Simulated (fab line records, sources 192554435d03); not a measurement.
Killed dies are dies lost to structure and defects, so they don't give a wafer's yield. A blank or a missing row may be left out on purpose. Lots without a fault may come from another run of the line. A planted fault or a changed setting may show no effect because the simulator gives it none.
fab line records | flow n5_finfet
record lots=6 wafers=18 last_day=18
route steps=1938 shown BEOL_M11@1590 BEOL_M12@1602 PASSIVATION@1936
lots that met no fault: from a run of the same line without faults
start_h: hours from the record's first day to the start of the lot's first wafer shown | wait_h: hours since the lot's step before | " the same as in the row above | L1.1+2: a row that stands for several wafers | - no value, or no start given | * or withheld: withheld | < > ~ a bound
route shown NAME@n: a module of which the file shows steps, and the number in the route of the first | usual: mean/standard deviation of fault-free wafers | same: alike in all rows | chamber/n: place in a boat | sites: the reading at each site | _std_site: their standard deviation | _edge_site: outer sites' mean less inner sites' | radius_mm: how far each site lies from the wafer's centre | mask NAME#n: copy n | behind: the tool/chamber that last shaped the wafer | hold: why the lot was held/for how many hours/how that ended | device: the transistor (n, p or np) that didn't switch | end of line: the same wafers' tests at the end of the route | a step without rows: its recipe alone | killed: dies lost to structure and defects at the first sort, not the wafer's yield | map: a wafer's dies, x killed, . not, _ none there
set.NAME: the setting as run; set.NAME@STEP: as run at that earlier step | model.NAME: the simulator's own value behind a step, which no gauge read
lots at some steps of the route; a table a step, a row a wafer
services: from which hour (start_h, from the record's first day; less than 0 if before it) a tool's chamber was out of use, for how many hours, and why
## steps
# step N5_BEOL_M11_ALD_74
# recipe material=TaN target_thk_a=20 temp_c=275 ald_precursor_family=PDMAT ald_co_reactant=NH3 pressure_torr=3 carrier_flow_sccm=1500 pulse_time_s=2 purge_time_s=3 co_reactant_purge_time_s=2 co_reactant_pulse_time_s=3 ald_cycles=40 precursor_vessel_temp_c=75 precursor_vessel_pressure_torr=26.25 precursor_vessel_carrier_sccm=1000
# usual heater_power_w=412/29 mfc_carrier_sccm=1500/5
# same co_reactant_purge_time_s=2
# columns lot.wafer tool chamber start_h wait_h heater_power_w mfc_carrier_sccm
L381.3 ald_metal-01 1 289.38 0.0 405 1506
L381.4 " 0 " " 407 1502
L381.5 " 3 " " 414 1497
L382.2 ald_metal-04 0 290.28 0.1 407 1504
L382.5 " 2 " " 394 1503
L382.6 " 0 " " 411 1504
L383.3 ald_metal-04 0 308.06 0.0 424 1496
L383.5 " 0 " " 412 1500
L383.6 " 1 " " 379 1493
L385.1 ald_metal-04 0 340.62 0.0 414 1498
L385.2 " 1 " " 379 1496
L385.6 " 1 " " 371 1496
L396.3 ald_metal-01 2 387.64 0.0 383 1499
L396.4 " 3 " " 406 1509
L396.5 " 3 " " 404 1501
L397.2 ald_metal-02 0 397.99 0.0 481 1505
L397.4 " 3 " " 428 1498
L397.5 " 1 " " 401 1500
# step N5_BEOL_M11_SURFACE_TREAT_76
# recipe gas=Ar time_s=* ion_energy_ev=* ion_current_ma_cm2=0.5 pressure_mtorr=* ar_flow_sccm=30
# usual throttle_valve_pct=*
# columns lot.wafer tool chamber start_h wait_h throttle_valve_pct
L381.3 pvd_sputter-02 - 289.68 0.2 *
L381.4 " - " " *
L381.5 " - " " *
L382.2 pvd_sputter-03 - 292.04 1.6 *
L382.5 " - " " *
L382.6 " - " " *
L383.3 pvd_sputter-02 - 308.47 0.3 *
L383.5 " - " " *
L383.6 " - " " *
L385.1 pvd_sputter-01 - 340.94 0.2 *
L385.2 " - " " *
L385.6 " - " " *
L396.3 pvd_sputter-01 - 388.01 0.2 *
L396.4 " - " " *
L396.5 " - " " *
L397.2 pvd_sputter-03 - 399.99 1.9 *
L397.4 " - " " *
L397.5 " - " " *
# step N5_BEOL_M11_CVD_75
# recipe material=Co target_thk_a=20 temp_c=withheld precursor=CCTBA/H2 pressure_torr=30 time_s=138.9
# step N5_BEOL_M11_SPUTTER_48
# recipe material=Cu target_thk_a=120 temp_c=-20 bias_v=60 power_w=26000 chamber_pressure_pa=0.13 time_s=2
# usual chuck_gas_flow_sccm=1.26/0.053 chuck_sensor_temp_C=-15.9/0.39 throttle_valve_pct=30.2/1.1
# columns lot.wafer tool chamber start_h wait_h chuck_gas_flow_sccm chuck_sensor_temp_C throttle_valve_pct
L381.3 pvd_sputter-01 - 290.09 0.2 1.33 -15.9 28.7
L381.4 " - " " 1.32 -15.5 30.8
L381.5 " - " " 1.23 -15.9 28.9
L382.2 pvd_sputter-03 - 292.48 0.1 1.28 -15.9 31.3
L382.5 " - " " 1.32 -16.4 29.7
L382.6 " - " " 1.27 -16.1 31.0
L383.3 pvd_sputter-02 - 308.65 0.1 1.36 -15.9 29.8
L383.5 " - " " 1.30 -15.7 29.9
L383.6 " - " " 1.24 -16.0 29.6
L385.1 pvd_sputter-01 - 341.15 0.1 1.23 -15.8 29.5
L385.2 " - " " 1.29 -15.8 28.8
L385.6 " - " " 1.17 -16.3 29.6
L396.3 pvd_sputter-03 - 388.20 0.1 1.34 -15.8 32.1
L396.4 " - " " 1.21 -15.8 31.3
L396.5 " - " " 1.25 -16.4 29.7
L397.2 pvd_sputter-01 - 400.31 0.1 1.25 -15.4 31.6
L397.4 " - " " 1.28 -15.7 28.9
L397.5 " - " " 1.25 -15.4 31.2
# step N5_BEOL_M11_ECD_50
# recipe material=Cu target_thk_a=3180
# step N5_BEOL_M11_ANNEAL_51
# recipe temp_c=225 time_s=90 ambient=N2
# step N5_BEOL_M11_CMP_52
# recipe stop_on=SiCOH_lowk t_overpolish_s=7 down_force_psi=1 platen_rpm=50 clearing_platen_down_force_psi=1.5 clearing_platen_rpm=50 post_cmp_clean=cu_alkaline target_thk_nm=140 clearing_platen_pad_velocity_m_s=0.99484 pad_velocity_m_s=0.99484
# usual barrier_field_endpoint_s=28.8/0.76 motor_current_A=6.1/0.54 overpolish_run_s=7.000/0.0084 slurry_filter_dp_kPa=13.49/0.14 time_to_endpoint_s=66/3.3
# columns lot.wafer tool chamber start_h wait_h barrier_field_endpoint_s motor_current_A overpolish_run_s slurry_filter_dp_kPa time_to_endpoint_s
L381.4 cmp-04 2 290.70 0.2 28.8 6.5 7.009 13.53 68
L381.3 " 3 " " 27.7 5.6 6.992 13.52 60
L381.5 " 2 " " 29.0 6.6 7.007 13.64 69
L382.2 cmp-03 2 293.01 0.2 28.8 6.6 6.988 13.52 66
L382.6 " 2 " " 28.7 6.4 7.022 13.43 67
L382.5 " 3 " " 28.8 5.2 7.008 13.54 66
L383.3 cmp-01 2 309.25 0.2 27.8 6.4 6.991 13.52 66
L383.5 " 0 " " 28.8 6.2 7.008 13.48 71
L383.6 " 1 " " 28.9 6.5 7.007 13.51 67
L385.2 cmp-03 2 341.68 0.2 29.3 6.5 6.989 13.70 68
L385.1 " 1 " " 27.7 6.9 6.997 13.43 61
L385.6 " 3 " " 29.3 5.6 6.994 13.48 67
L396.4 cmp-01 1 389.16 0.2 29.1 6.7 7.003 13.56 66
L396.3 " 2 " " 28.5 6.3 7.000 13.75 67
L396.5 " 0 " " 29.7 6.3 6.997 13.32 73
L397.4 cmp-03 3 400.88 0.2 29.5 5.7 7.005 13.56 68
L397.2 " 0 " " 29.2 5.1 7.009 13.56 67
L397.5 " 2 " " 28.8 6.4 7.003 13.50 69
# step N5_BEOL_M11_THK_MEAS_53
# recipe thk_meas_gauge=xrf reads=Cu_of_BEOL_M11_ECD_50
# usual M11_THK=139.5/2.9
# columns lot.wafer tool chamber start_h wait_h M11_THK[nm]
L381.3 film_metro-01 - 290.95 - 141.4
L381.4 " - " " 146.1
L381.5 " - " " 144.8
L382.2 film_metro-01 - 293.30 - 139.9
L382.5 " - " " 141.0
L382.6 " - " " 139.4
L383.3 film_metro-02 - 309.47 - 134.8
L383.5 " - " " 137.0
L383.6 " - " " 136.2
L385.1 film_metro-01 - 341.97 - 141.2
L385.2 " - " " 140.3
L385.6 " - " " 143.5
L396.3 film_metro-02 - 389.42 - 137.2
L396.4 " - " " 138.8
L396.5 " - " " 139.4
L397.2 film_metro-01 - 401.13 - 137.4
L397.4 " - " " 139.2
L397.5 " - " " 132.8
# step N5_BEOL_M11_PRE_CLEAN_55
# recipe gas=NH3 time_s=15 temp_c=withheld rf_power_w=300
# step N5_BEOL_M11_DEP_56
# recipe material=SiCN target_thk_a=300 temp_c=withheld precursor=3MS/NH3 pressure_torr=3 rf_w=675 time_s=10.5
# usual showerhead_plenum_p_Torr=4.170/0.021 throttle_valve_pct=18.3/1.2
# columns lot.wafer tool chamber start_h wait_h showerhead_plenum_p_Torr throttle_valve_pct
L381.3 pecvd-01 2 291.01 0.0 4.168 18.5
L381.4 " 0 " " 4.139 20.1
L381.5 " 2 " " 4.170 18.8
L382.2 pecvd-04 2 293.36 0.0 4.195 17.2
L382.5 " 2 " " 4.204 17.0
L382.6 " 0 " " 4.173 18.5
L383.3 pecvd-04 1 309.53 0.0 4.161 17.3
L383.5 " 0 " " 4.165 18.7
L383.6 " 1 " " 4.160 17.1
L385.1 pecvd-03 0 342.04 0.0 4.149 18.7
L385.2 " 2 " " 4.166 16.0
L385.6 " 2 " " 4.154 15.9
L396.3 pecvd-03 2 389.48 0.0 4.161 16.1
L396.4 " 2 " " 4.162 16.5
L396.5 " 1 " " 4.163 20.1
L397.2 pecvd-01 2 401.21 0.0 4.161 19.1
L397.4 " 2 " " 4.171 19.2
L397.5 " 2 " " 4.174 19.2
# step N5_BEOL_M11_RS_MEAS_57
# recipe thk_meas_gauge=four-point-probe reads=Cu_of_BEOL_M11_ECD_50+Co_of_BEOL_M11_CVD_75+TaN_of_BEOL_M11_ALD_74
# usual M11_RS=0.150/0.0033
# columns lot.wafer tool chamber start_h wait_h M11_RS[ohm/sq]
L381.3 film_metro-02 - 291.08 0.0 0.149
L381.4 " - " " 0.144
L381.5 " - " " 0.145
L382.2 film_metro-02 - 293.43 0.0 0.149
L382.5 " - " " 0.148
L382.6 " - " " 0.149
L383.3 film_metro-02 - 309.60 0.0 0.154
L383.5 " - " " 0.153
L383.6 " - " " 0.152
L385.1 film_metro-01 - 342.10 0.0 0.149
L385.2 " - " " 0.150
L385.6 " - " " 0.146
L396.3 film_metro-01 - 389.54 0.0 0.152
L396.4 " - " " 0.150
L396.5 " - " " 0.148
L397.2 film_metro-01 - 401.29 0.1 0.154
L397.4 " - " " 0.151
L397.5 " - " " 0.158
# step N5_BEOL_M11_INSPECT_58
# recipe inspect_instrument=darkfield mode=post_dep
# usual raw_defect_count=70/21
# columns lot.wafer tool chamber start_h wait_h raw_defect_count
L381.3 defect_inspect-02 - 291.11 0.0 47
L381.4 " - " " 81
L381.5 " - " " 80
L382.2 defect_inspect-01 - 293.45 0.0 83
L382.5 " - " " 55
L382.6 " - " " 125
L383.3 defect_inspect-01 - 309.63 0.0 29
L383.5 " - " " 47
L383.6 " - " " 30
L385.1 defect_inspect-02 - 342.12 0.0 55
L385.2 " - " " 57
L385.6 " - " " 45
L396.3 defect_inspect-01 - 389.57 0.0 71
L396.4 " - " " 99
L396.5 " - " " 84
L397.2 defect_inspect-01 - 401.31 0.0 67
L397.4 " - " " 78
L397.5 " - " " 41
# step N5_BEOL_M12_ILD_DEP_00
# recipe material=SiOC target_thk_a=6589.2 temp_c=350 precursor=DEMS/O2 pressure_torr=5 rf_w=500 time_s=130.7
# usual heater_power_w=469/58 showerhead_plenum_p_Torr=5.689/0.014 susceptor_temp_C=350.00/0.19 throttle_valve_pct=11.9/0.9
# columns lot.wafer tool chamber start_h wait_h heater_power_w showerhead_plenum_p_Torr susceptor_temp_C throttle_valve_pct
L381.3 pecvd-03 1 291.14 0.0 454 5.693 349.79 13.2
L381.4 " 2 " " 491 5.697 349.83 10.4
L381.5 " 1 " " 470 5.717 349.62 13.4
L382.2 pecvd-02 1 293.49 0.0 404 5.694 349.40 12.8
L382.5 " 2 " " 492 5.704 350.19 11.3
L382.6 " 1 " " 422 5.691 349.84 12.6
L383.3 pecvd-02 2 309.71 0.1 474 5.698 349.83 11.5
L383.5 " 2 " " 505 5.690 350.18 11.3
L383.6 " 0 " " 486 5.664 353.82 11.2
L385.1 pecvd-02 2 342.16 0.0 478 5.697 349.83 11.3
L385.2 " 1 " " 411 5.674 350.07 12.8
L385.6 " 0 " " 562 5.673 354.12 11.1
L396.3 pecvd-03 0 389.60 0.0 584 5.688 350.09 12.3
L396.4 " 2 " " 494 5.713 350.08 10.5
L396.5 " 0 " " 604 5.686 350.32 12.7
L397.2 pecvd-03 1 401.35 0.0 442 5.706 350.04 13.4
L397.4 " 1 " " 458 5.714 349.95 13.1
L397.5 " 0 " " 550 5.673 350.02 12.6
# step N5_BEOL_M12_THK_MEAS_01
# recipe reads=SiOC_of_BEOL_M12_ILD_DEP_00
# usual M12_ILD_THK=660/10
# columns lot.wafer tool chamber start_h wait_h M12_ILD_THK[nm]
L381.3 film_metro-02 - 291.27 0.1 668
L381.4 " - " " 671
L381.5 " - " " 685
L382.2 film_metro-02 - 293.62 0.1 655
L382.5 " - " " 661
L382.6 " - " " 661
L383.3 film_metro-01 - 309.84 0.1 645
L383.5 " - " " 659
L383.6 " - " " 670
L385.1 film_metro-01 - 342.29 0.1 645
L385.2 " - " " 651
L385.6 " - " " 660
L396.3 film_metro-02 - 389.74 0.1 663
L396.4 " - " " 674
L396.5 " - " " 664
L397.2 film_metro-01 - 401.48 0.1 660
L397.4 " - " " 674
L397.5 " - " " 673
# step N5_PASSIVATION_PROBE_49
# usual defect_limited_yield=91.2/1.4 killed_at_M0_to_M3=34/11 killed_at_M4_up=14/6.3 killed_at_contacts=13/7.4 killed_at_front_end=38/11 killed_at_other=4.3/2.9 killed_dies=103/17 killed_open=68/12 killed_short=34/8 sort_bin_4_leakage=0.00/0.027 sort_bin_5_function=5.1/0.9 sort_bin_6_memory=3.3/0.66 sort_n_pass=1077/17 sort_yield_pct=91.2/1.4
# same gross_dies=1180 killed_at_back_side=0 sort_bin_8_speed[%]=0
# columns lot.wafer tool chamber start_h wait_h defect_limited_yield[%] killed_at_M0_to_M3 killed_at_M4_up killed_at_contacts killed_at_front_end killed_at_other killed_dies killed_open killed_short sort_bin_4_leakage[%] sort_bin_5_function[%] sort_bin_6_memory[%] sort_n_pass sort_yield_pct[%]
L383.3 prober-02 - 346.06 0.1 91.5 37 12 19 31 1 100 65 33 0 4.9 3.3 1080 91.5
L383.5 prober-02 - 346.16 0.2 89.4 51 18 23 26 7 125 75 46 0 6.1 4.3 1055 89.4
L383.6 prober-02 - 346.21 0.3 92.2 33 19 8 27 5 92 59 33 0 4.1 3.4 1088 92.2
L385.1 prober-01 - 384.31 0.0 90.2 26 18 32 31 9 116 71 42 0 5.6 4.0 1064 90.2
L385.2 prober-01 - 384.36 0.1 91.9 31 9 26 26 4 96 64 28 0 4.5 3.5 1084 91.9
L385.6 prober-01 - 384.56 0.3 91.9 35 14 24 19 4 96 65 28 0 4.5 3.5 1084 91.9
L396.3 prober-01 - 437.00 0.1 89.5 52 6 18 38 10 124 64 59 0 6.5 3.6 1056 89.5
L396.4 prober-01 - 437.05 0.2 92.6 36 7 10 28 6 87 51 35 0 4.2 2.9 1093 92.6
L396.5 prober-01 - 437.10 0.2 92.7 37 6 10 33 0 86 61 23 0 4.8 2.3 1094 92.7
# killed by level:class
L383.3 BEOL_M0_SAQP:geometric_particle:open=17 MOL_CONTACT_COAG:geometric_particle:open=15 BEOL_M4:geometric_particle:open=9 FIN_SAQP:geometric_particle:open=8 BEOL_M0_SAQP:geometric_particle:short=8 FIN_SAQP:geometric_particle:short=5 DUMMY_GATE:geometric_particle:open=4 MOL_CONTACT_COAG:geometric_particle:short=4
L383.5 MOL_CONTACT_COAG:geometric_particle:open=20 BEOL_M2:geometric_particle:open=11 BEOL_M0_SAQP:geometric_particle:short=10 BEOL_M0_SAQP:geometric_particle:open=10 FIN_SAQP:geometric_particle:short=9 BEOL_M4:geometric_particle:open=9 BEOL_M2:geometric_particle:short=9 BEOL_M1:geometric_particle:open=8
L383.6 BEOL_M0_SAQP:geometric_particle:open=13 BEOL_M4:geometric_particle:open=9 FIN_SAQP:geometric_particle:open=6 MOL_CONTACT_COAG:geometric_particle:open=6 BEOL_M0_SAQP:geometric_particle:short=6 GATE_CUT:geometric_particle:short=4 BEOL_M2:geometric_particle:open=4 FIN_SAQP:geometric_particle:short=3
L385.1 MOL_CONTACT_COAG:geometric_particle:open=24 FIN_SAQP:geometric_particle:short=11 BEOL_M3:geometric_particle:open=10 FIN_SAQP:geometric_particle:open=8 MOL_CONTACT_COAG:geometric_particle:short=8 BEOL_M4:geometric_particle:open=6 BEOL_M1:geometric_particle:short=5 PASS1_CAP:geometric_particle:short=5
L385.2 MOL_CONTACT_COAG:geometric_particle:open=21 FIN_SAQP:geometric_particle:open=9 BEOL_M1:geometric_particle:open=9 BEOL_M0_SAQP:geometric_particle:short=7 BEOL_M3:geometric_particle:open=5 MOL_CONTACT_COAG:geometric_particle:short=5 BEOL_M0_SAQP:geometric_particle:open=5 FIN_SAQP:geometric_particle:short=4
L385.6 MOL_CONTACT_COAG:geometric_particle:open=18 BEOL_M1:geometric_particle:open=11 FIN_SAQP:geometric_particle:open=7 MOL_CONTACT_COAG:geometric_particle:short=6 FIN_SAQP:geometric_particle:short=5 BEOL_M1:geometric_particle:short=5 BEOL_M2:geometric_particle:open=5 BEOL_M0_SAQP:geometric_particle:open=4
L396.3 BEOL_M0_SAQP:geometric_particle:short=21 MOL_CONTACT_COAG:geometric_particle:open=12 BEOL_M0_SAQP:geometric_particle:open=11 FIN_SAQP:geometric_particle:short=9 FIN_SAQP:geometric_particle:open=8 BEOL_M2:geometric_particle:open=7 STI_FIN_REVEAL:geometric_particle:open=6 MOL_CONTACT_COAG:geometric_particle:short=6
L396.4 BEOL_M0_SAQP:geometric_particle:short=13 MOL_CONTACT_COAG:geometric_particle:open=9 FIN_SAQP:geometric_particle:open=7 BEOL_M0_SAQP:geometric_particle:open=7 FIN_SAQP:geometric_particle:short=6 BEOL_M3:geometric_particle:open=6 STI_FIN_REVEAL:geometric_particle:open=4 MIM_TOP:geometric_particle:short=4
L396.5 BEOL_M0_SAQP:geometric_particle:short=10 FIN_SAQP:geometric_particle:open=9 BEOL_M0_SAQP:geometric_particle:open=9 BEOL_M3:geometric_particle:open=9 STI_FIN_REVEAL:geometric_particle:open=7 MOL_CONTACT_COAG:geometric_particle:open=7 FIN_SAQP:geometric_particle:short=4 ILD0:geometric_particle:open=3
## services
# columns tool chamber start_h hours kind
ald_metal-02 0 265.55 3.8 repair
ald_metal-01 2 279.26 3.6 repair
cmp-04 - 283.83 5.0 repair
ald_metal-04 3 286.38 24.5 repair
cmp-04 - 292.00 0.3 repair
cmp-03 - 293.23 4.0 pm
ald_metal-04 1 293.91 1.8 repair
pecvd-01 2 295.85 6.1 repair
cmp-04 - 300.38 0.6 repair
cmp-01 - 301.67 0.4 repair
cmp-03 - 303.83 0.3 repair
pecvd-02 1 307.58 4.4 repair
ald_metal-04 3 312.15 4.0 repair
cmp-01 - 315.33 5.4 pm
cmp-01 - 325.12 3.0 repair
cmp-01 - 334.12 1.2 repair
pecvd-02 - 335.95 0.3 repair
pecvd-03 0 352.53 6.8 repair
pecvd-03 - 364.63 0.4 repair
pecvd-04 - 365.38 1.0 repair
ald_metal-04 - 369.09 2.8 pm
cmp-01 - 374.00 3.4 pm
pecvd-04 - 395.27 2.8 pm
pvd_sputter-01 - 400.96 0.5 repair
## key
first_sign step=N5_BEOL_M12_ILD_DEP_00 reading=susceptor_temp_C direction=up sigmas=21 usual=* struck=*
effect none on later readings
met_at N5_BEOL_M12_ILD_DEP_00
struck_wafers L383.6,L385.6
fault kind=process_parameter_drift tool=pecvd-02 chamber=0 onset_h=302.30 steps=N5_BEOL_M12_ILD_DEP_00 channel=temp_c offset=* shape=step end_h=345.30 acts_in=* stated=*
